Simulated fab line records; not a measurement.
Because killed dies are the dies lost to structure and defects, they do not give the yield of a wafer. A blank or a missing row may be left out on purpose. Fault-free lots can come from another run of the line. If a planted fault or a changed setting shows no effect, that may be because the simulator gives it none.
Chamber matching :: flow n5-finfet :: 4 sister chambers for N5_BEOL_M3_DESCUM_16 on rie-diel-02
The step chemistry O2, time 7 s. 4 wafers are shown with their chamber, then 7 later ones without.

## WAFERS WITH THEIR CHAMBER
wafer: L077.5
chamber: 1
throttle-valve-pct (%): 20.37

wafer: L085.5
chamber: 3
throttle-valve-pct (%): 20.12

wafer: L086.1
chamber: 0
throttle-valve-pct (%): 20.75

wafer: L086.2
chamber: 2
throttle-valve-pct (%): 20.48

## WAFERS WHOSE CHAMBER IS MISSING
wafer: L086.4
throttle-valve-pct (%): 20.40

wafer: L091.1
throttle-valve-pct (%): 20.76

wafer: L091.2
throttle-valve-pct (%): 20.14

wafer: L091.4
throttle-valve-pct (%): 20.47

wafer: L093.2
throttle-valve-pct (%): 20.41

wafer: L093.3
throttle-valve-pct (%): 20.77

wafer: L093.5
throttle-valve-pct (%): 20.48

## WHICH CHAMBER EACH ONE RAN IN
wafer: L086.4
from the rows above: 1
in truth: 1

wafer: L091.1
from the rows above: 0
in truth: 0

wafer: L091.2
from the rows above: 3
in truth: 3

wafer: L091.4
from the rows above: 2
in truth: 2

wafer: L093.2
from the rows above: can't be placed: 1 or 2
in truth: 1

wafer: L093.3
from the rows above: 0
in truth: 0

wafer: L093.5
from the rows above: 2
in truth: 2
6 of 7 placed correctly. Cannot be placed on the basis of these rows: 1; the candidates contain the true chamber in 1. Wrongly placed: 0.
How it was worked out, from the rows above alone: a wafer's distance from a chamber is the root of the sum, over the readings, of the square of ((its reading less the chamber's mean) divided by the reading's scatter). If the next closest chamber is less than 2 further off than the closest, the wafer can't be placed; otherwise it belongs to the closest. A chamber's mean is the mean of its shown wafers. The scatter: with one shown wafer a chamber, the root of the mean of the squares of how far each hidden wafer lies from its nearest shown one.
